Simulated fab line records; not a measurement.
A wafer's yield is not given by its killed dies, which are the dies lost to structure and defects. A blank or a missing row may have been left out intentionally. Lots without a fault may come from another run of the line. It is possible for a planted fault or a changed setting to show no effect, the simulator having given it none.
The tool behind it: which one?    flow nand_harc    11 lots, 33 wafers sampled, at 5 steps of a route of 1159

== WHAT EACH GAUGE READ, for each wafer ==
NHARC_END_SORT_01. Usual: killed_at_array 27, standard deviation 9.9; killed_at_other 0.5, standard deviation 0.76; killed_at_periphery 3.4, standard deviation 2.2; killed_dies 31, standard deviation 10; killed_open 3.3, standard deviation 2; killed_short 2.0, standard deviation 1.5.
lot   measured      on         killed_at_array  killed_at_other  killed_at_periphery  killed_dies  killed_open  killed_short  flag
L672  day 23 03:16  prober-01  344 25 34        0 1 0            3 3 2                347 29 36    0 0 3        1 0 2         OFF
L673  day 23 14:16  prober-01  33 355 35        0 0 0            2 0 1                35 355 36    3 1 3        2 1 0         OFF

== TOOL THAT RAN EACH LOT (tool first, then ch and the chambers of the sampled wafers, then the start) ==
lot   NHARC_A_CHANNEL_FILL_D1_ALD_25    NHARC_A_STAIRCASE_TRIM_12           NHARC_A_STAIRCASE_TRIM_20           NHARC_A_STAIRCASE_TRIM_22
L657  ald_hk-01 ch 0,1,3, day 10 12:17  rie_diel-11 ch 1,2,3, day 11 03:02  rie_diel-13 ch 0,2,3, day 11 04:19  rie_diel-13 ch 0,1,2, no start
L660  ald_hk-03 ch 0,1, day 11 02:51    rie_diel-01 ch 0,1, day 11 17:16    rie_diel-11 ch 0,2,3, day 11 18:20  rie_diel-11 ch 0,2, no start
L662  ald_hk-04 ch 1,2,3, day 11 12:59  rie_diel-01 ch 1,2,3, day 12 03:27  rie_diel-13 ch 0,1,3, day 12 06:39  rie_diel-13 ch 0,1,2, no start
L661  ald_hk-03 ch 1,2,3, day 11 13:36  rie_diel-01 ch 0,2,3, day 12 03:13  rie_diel-01 ch 0,2,3, day 12 06:23  rie_diel-01 ch 0,3, no start
L666  ald_hk-01 ch 0,1,2, day 12 08:16  rie_diel-01 ch 0,1,2, day 12 23:22  rie_diel-13 ch 0,2,3, day 13 00:37  rie_diel-13 ch 1,2,3, no start
L665  ald_hk-04 ch 0,1,3, day 12 08:52  rie_diel-11 ch 0,1,3, day 12 23:11  rie_diel-11 ch 0,2,3, day 13 00:21  rie_diel-11 ch 0,2,3, no start
L669  ald_hk-01 ch 0,1,2, day 13 06:25  rie_diel-13 ch 0,1,2, day 13 20:01  rie_diel-13 ch 0,2,3, day 13 22:06  rie_diel-13 ch 1,3, no start
L670  ald_hk-03 ch 1,2,3, day 13 18:08  rie_diel-13 ch 0,1,2, day 14 09:01  rie_diel-13 ch 0,1,2, day 14 10:16  rie_diel-13 ch 0,1,2, no start
L672  ald_hk-04 ch 1,2,3, day 14 00:07  rie_diel-13 ch 0,1,2, day 14 15:02  rie_diel-11 ch 0,1,3, day 14 16:02  rie_diel-11 ch 0,1,2, day 23 03:16 or earlier
L673  ald_hk-01 ch 1,3, day 14 05:10    rie_diel-13 ch 0,1,3, day 14 19:39  rie_diel-01 ch 0,1,2, day 14 20:48  rie_diel-01 ch 0,2,3, day 23 14:16 or earlier
L676  ald_hk-04 ch 1,2,3, day 14 22:28  rie_diel-11 ch 1,3, day 15 13:25    rie_diel-11 ch 0,2,3, day 15 15:07  rie_diel-11 ch 2,3, no start
- NHARC_A_CHANNEL_FILL_D1_ALD_25: deposits SiOx, target thk 60 nm, pulse time 10 s, ald cycles 600.
- NHARC_A_STAIRCASE_TRIM_12: chemistry O2, time 211.2 s.
- NHARC_A_STAIRCASE_TRIM_20: chemistry O2, time 211.2 s.
- NHARC_A_STAIRCASE_TRIM_22: chemistry O2, time 211.2 s.

== AS READ BY THE TOOLS THEMSELVES (means over the sampled wafers that have a number; for cases with no such wafer, the mark the record gives instead) ==
NHARC_A_CHANNEL_FILL_D1_ALD_25. Usual: heater_power_w 488 W, standard deviation 38; precursor_pulse_height_rel 1.001, standard deviation 0.018.
lot   tool       heater_power_w (W)  precursor_pulse_height_rel  flag
L657  ald_hk-01  524                 1.000                       
L660  ald_hk-03  489                 0.982                       
L662  ald_hk-04  442                 1.011                       
L661  ald_hk-03  531                 1.002                       
L666  ald_hk-01  496                 0.998                       
L665  ald_hk-04  453                 1.014                       
L669  ald_hk-01  491                 0.997                       
L670  ald_hk-03  539                 1.000                       
L672  ald_hk-04  446                 0.989                       
L673  ald_hk-01  497                 1.002                       
L676  ald_hk-04  448                 1.004                       

NHARC_A_STAIRCASE_TRIM_12. Usual: drypump_motor_current_A 5.7 A, standard deviation 0.37; oes_product_au 1.002 a.u., standard deviation 0.012; rf_vpp_V 57.7 V, standard deviation 0.84; run_length_s 232.4 s, standard deviation 0.42; showerhead_plenum_p_Torr 3.57 Torr, standard deviation 0.12; throttle_valve_pct 17.036 %, standard deviation 0.0088.
lot   tool         drypump_motor_current_A (A)  oes_product_au (a.u.)  rf_vpp_V (V)  run_length_s (s)  showerhead_plenum_p_Torr (Torr)  throttle_valve_pct (%)  flag
L657  rie_diel-11  5.7                          0.990                  57.9          232.3             3.52                             17.037                  
L660  rie_diel-01  5.6                          0.996                  57.6          232.5             3.51                             17.035                  
L662  rie_diel-01  5.9                          1.002                  57.7          232.2             3.55                             17.032                  
L661  rie_diel-01  5.8                          1.004                  58.1          232.4             3.63                             17.035                  
L666  rie_diel-01  5.7                          1.005                  57.6          232.5             3.54                             17.031                  
L665  rie_diel-11  5.7                          0.995                  57.8          232.5             3.60                             17.042                  
L669  rie_diel-13  5.8                          1.007                  58.2          232.3             3.64                             17.039                  
L670  rie_diel-13  5.8                          1.016                  58.1          232.7             3.64                             17.032                  
L672  rie_diel-13  5.8                          1.026                  57.2          207.1             3.64                             17.036                  OFF
L673  rie_diel-13  5.9                          1.012                  58.8          207.2             3.59                             17.043                  OFF
L676  rie_diel-11  5.8                          0.997                  57.6          232.2             3.51                             17.042                  

NHARC_A_STAIRCASE_TRIM_20. Usual: drypump_motor_current_A 5.7 A, standard deviation 0.42; oes_product_au 1.003 a.u., standard deviation 0.013; rf_vpp_V 57.9 V, standard deviation 0.88; run_length_s 232.4 s, standard deviation 0.37; showerhead_plenum_p_Torr 3.57 Torr, standard deviation 0.13; throttle_valve_pct 17.036 %, standard deviation 0.0097.
lot   tool         drypump_motor_current_A (A)  oes_product_au (a.u.)  rf_vpp_V (V)  run_length_s (s)  showerhead_plenum_p_Torr (Torr)  throttle_valve_pct (%)  flag
L657  rie_diel-13  5.8                          1.009                  57.6          232.6             3.60                             17.032                  
L660  rie_diel-11  5.6                          0.997                  58.5          232.4             3.60                             17.035                  
L662  rie_diel-13  5.9                          1.007                  57.4          232.2             3.61                             17.048                  
L661  rie_diel-01  5.8                          1.013                  58.5          232.4             3.63                             17.044                  
L666  rie_diel-13  5.8                          1.017                  58.6          232.5             3.60                             17.036                  
L665  rie_diel-11  5.6                          0.991                  57.7          232.4             3.59                             17.040                  
L669  rie_diel-13  5.8                          1.014                  57.7          232.5             3.59                             17.040                  
L670  rie_diel-13  5.8                          1.008                  58.6          232.6             3.64                             17.031                  
L672  rie_diel-11  5.7                          0.998                  57.7          232.4             3.60                             17.036                  
L673  rie_diel-01  5.7                          0.995                  57.5          232.6             3.54                             17.043                  
L676  rie_diel-11  5.6                          1.001                  57.8          232.5             3.58                             17.034                  

NHARC_A_STAIRCASE_TRIM_22. Usual: drypump_motor_current_A 5.7 A, standard deviation 0.4; oes_product_au 1.004 a.u., standard deviation 0.012; rf_vpp_V 57.8 V, standard deviation 0.87; run_length_s 232.5 s, standard deviation 0.38; showerhead_plenum_p_Torr 3.56 Torr, standard deviation 0.12; throttle_valve_pct 17.037 %, standard deviation 0.0088.
lot   tool         drypump_motor_current_A (A)  oes_product_au (a.u.)  rf_vpp_V (V)  run_length_s (s)  showerhead_plenum_p_Torr (Torr)  throttle_valve_pct (%)  flag
L657  rie_diel-13  5.8                          1.014                  57.2          232.4             3.65                             17.041                  
L660  rie_diel-11  5.5                          1.002                  58.4          232.8             3.52                             17.039                  
L662  rie_diel-13  5.8                          1.012                  57.0          232.7             3.65                             17.033                  
L661  rie_diel-01  5.9                          1.008                  57.6          232.0             3.59                             17.028                  
L666  rie_diel-13  5.4                          1.007                  58.7          232.3             3.53                             17.043                  
L665  rie_diel-11  5.6                          0.993                  57.9          232.3             3.59                             17.041                  
L669  rie_diel-13  5.5                          1.005                  57.5          232.1             3.49                             17.037                  
L670  rie_diel-13  5.8                          1.013                  57.9          232.7             3.64                             17.032                  
L672  rie_diel-11  5.6                          0.996                  57.3          232.7             3.51                             17.040                  
L673  rie_diel-01  5.8                          0.989                  57.8          232.3             3.62                             17.037                  
L676  rie_diel-11  5.7                          0.991                  57.2          232.4             3.48                             17.042                  

== THE ANSWER, worked out from the rows above alone ==
Rule: take the mean of a lot's wafers that have a number; if it is more than 3 standard deviations from the usual mean, the lot is off. Also off: a lot with no number at a reading for which 4 or more lots have one. Any other lot the step has rows for is counted as sound. The gauges are gone through in route order, then the tools' own readings, and for those a lot's mean is taken as printed above. At the first step where some lot is off, the reading lying furthest off is the one used; lots without a number count as furthest.
Off, at NHARC_END_SORT_01 on killed_at_array: L672, L673. Neither off nor sound, because the step has no rows for them: L657, L660, L662, L661, L666, L665, L669, L670, L676.
A tool fits if, at a process step before that reading, it ran every lot that is off, and no sound lot after the first of them. The gauges at NHARC_END_SORT_01 aren't tried: what is off there is off at NHARC_A_STAIRCASE_TRIM_12 too, on other tools, and a gauge's error can't cause that. Because NHARC_A_STAIRCASE_TRIM_22 lacks a start for some lots, the hours and order of its lots are taken from NHARC_END_SORT_01. One fits: rie_diel-13 at NHARC_A_STAIRCASE_TRIM_12. It ran no sound lot before its first lot that is off in this sample, so the start can't be narrowed down.

== WHAT THE SIMULATOR HAD INSERTED ==
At NHARC_A_STAIRCASE_TRIM_12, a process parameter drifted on rie_diel-13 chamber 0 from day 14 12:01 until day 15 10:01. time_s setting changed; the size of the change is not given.
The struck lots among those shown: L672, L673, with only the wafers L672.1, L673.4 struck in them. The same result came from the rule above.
